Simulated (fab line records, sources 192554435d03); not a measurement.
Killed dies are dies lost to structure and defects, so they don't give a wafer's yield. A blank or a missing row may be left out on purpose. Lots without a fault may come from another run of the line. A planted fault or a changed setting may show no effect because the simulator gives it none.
Chamber matching | flow n5_finfet | N5_BEOL_M9_DEP_56 on pecvd-04: 3 sister chambers
The step deposits SiCN from 3MS/NH3, target thk 15 nm, time 26.5 s. 3 wafers are shown with their chamber, then 8 later ones without.

WAFERS WITH THEIR CHAMBER
wafer  | chamber | throttle_valve_pct (%)
L080.2 | 2       | 9.2
L080.4 | 1       | 9.1
L096.1 | 0       | 8.7

WAFERS WITHOUT THEIR CHAMBER
wafer  | throttle_valve_pct (%)
L096.2 | 9.2
L096.3 | 9.0
L096.4 | 9.3
L096.5 | 8.6
L096.6 | 9.4
L097.1 | 8.9
L097.4 | 9.2
L097.5 | 9.1

WHICH CHAMBER EACH WENT THROUGH
wafer  | from the rows above          | in truth
L096.2 | can't be placed: 2 or 1      | 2
L096.3 | can't be placed: 1 or 2 or 0 | 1
L096.4 | can't be placed: 2 or 1      | 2
L096.5 | 0                            | 0
L096.6 | can't be placed: 2 or 1      | 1
L097.1 | can't be placed: 1 or 0 or 2 | 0
L097.4 | can't be placed: 2 or 1      | 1
L097.5 | can't be placed: 1 or 2      | 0
Placed correctly: 1 of 8. Can't be placed from these rows: 7 (the true chamber is among the candidates in 6). Placed wrongly: 0.
How it was worked out, from the rows above alone: a wafer's distance from a chamber is the root of the sum, over the readings, of the square of ((its reading less the chamber's mean) divided by the reading's scatter). The wafer belongs to the nearest chamber; if the next one is less than 2 further off, it can't be placed. A chamber's mean is the mean of its shown wafers. The scatter: with one shown wafer a chamber, the root of the mean of the squares of how far each hidden wafer lies from its nearest shown one.
